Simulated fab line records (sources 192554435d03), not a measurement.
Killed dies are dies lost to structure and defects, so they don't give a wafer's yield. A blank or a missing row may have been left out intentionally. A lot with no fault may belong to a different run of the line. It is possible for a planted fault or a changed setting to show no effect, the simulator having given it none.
A single fault, viewed from 2 desks	flow n5-finfet	only its own numbers are on each desk; what lay behind them is given at the end

AT THE METROLOGY DESK
Means of the sampled wafers that have a number, per lot and without regard to the tool the lot ran on: this is what the gauges read. Any lot whose mean is over 4 standard deviations away from the usual mean is out of limits and marked OUT; that distance is given in the brackets. Readings shown: 7 of its 11, picked as those furthest out on some lot.
Columns: A = M2_OVL at N5_BEOL_M2_OVL_MEAS_12, usual 0.2 nm; B = DIBL_N at N5_BEOL_M4_RC_MEAS_101, usual 36.5 mV/V; C = IOFF_N at N5_BEOL_M4_RC_MEAS_101, usual 0.163 nA/um; D = IOFF_P at N5_BEOL_M4_RC_MEAS_101, usual 0.22 nA/um; E = SS_P at N5_BEOL_M4_RC_MEAS_101, usual 73.4 mV/dec; F = VT_N at N5_BEOL_M4_RC_MEAS_101, usual 249.8 mV; G = VT_P at N5_BEOL_M4_RC_MEAS_101, usual -250 mV
lot	first seen here	A	B	C	D	E	F	G
L502	day 7 16:26	0.1	36.9	0.163	0.26	72.8	249.2	-243
L504	day 7 23:26	-0.4	37.1	0.163	0.22	74.2	250.0	-251
L503	day 8 03:20	1.1	38.0	0.177	0.23	73.8	248.4	-251
L506	day 8 17:36	1.0	36.1	0.179	0.26	73.9	248.2	-246
L508	day 9 01:51	-0.7	35.8	0.149	0.22	73.0	252.1	-248
L509	day 9 12:59	0.1	36.6	0.173	0.21	73.7	247.4	-252
L510	day 9 14:25	-0.5	36.5	0.163	0.23	73.3	250.7	-251
L511	day 9 17:46	0.1	38.0	0.168	0.20	73.8	249.6	-253
L512	day 10 16:20	-0.5	37.7	0.179	0.25	73.7	249.7	-248
L514	day 10 17:32	0.9	36.5	0.170	0.22	73.2	248.1	-249
L517	day 11 02:22	0.3	34.0	0.128	0.19	73.0	254.4	-253
L521	day 12 08:41	0.2	37.8	0.193	0.26	74.2	247.3	-246
Result from this desk: across the 12 lots, nothing is out of limits.

AT THE TOOL OWNER'S DESK: euv-scanner-01
The tool's own readings at N5_BEOL_M2_EXPOSE_08 (exposes mask M2): means of the sampled wafers that have a number, for each lot that ran on this tool. Any lot whose mean is over 4 standard deviations away from the usual mean is out of limits and marked OUT; that distance is given in the brackets.
Columns: A = exposure-dose-mJ-cm2 at N5_BEOL_M2_EXPOSE_08, usual 41.22
lot	first seen here	A
L502	day 7 16:16	41.30
L503	day 8 03:10	41.21
L508	day 9 01:41	41.29
L509	day 9 12:49	43.20 (+35) OUT
L510	day 9 14:16	42.74 (+27) OUT
L511	day 9 17:37	42.45 (+22) OUT
L512	day 10 16:11	42.19 (+17) OUT
This desk's verdict: out of limits on L509, L510, L511, L512, starting with L509 at day 9 12:49 (exposure-dose-mJ-cm2 at N5_BEOL_M2_EXPOSE_08). In limits: L502, L503, L508.

TAKEN TOGETHER
The tool owner's desk could have raised an alarm at day 9 12:49, on L509, L510, L511, L512.
Nothing out of limits was seen by the metrology desk.
The metrology desk holds a record of L509, L510, L511, L512, inside its limits.
On euv-scanner-01, each named lot ran N5_BEOL_M2_EXPOSE_08.

WHAT WAS PUT IN BY THE SIMULATOR
Process parameters drifting: euv-scanner-01 at N5_BEOL_M2_EXPOSE_08, beginning at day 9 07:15. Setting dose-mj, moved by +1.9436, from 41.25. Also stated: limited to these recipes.
Shown lots that were struck: L509, L510, L511, L512.
Hours from the fault's start to each desk's first reading out of limits: the tool owner's desk, 6.
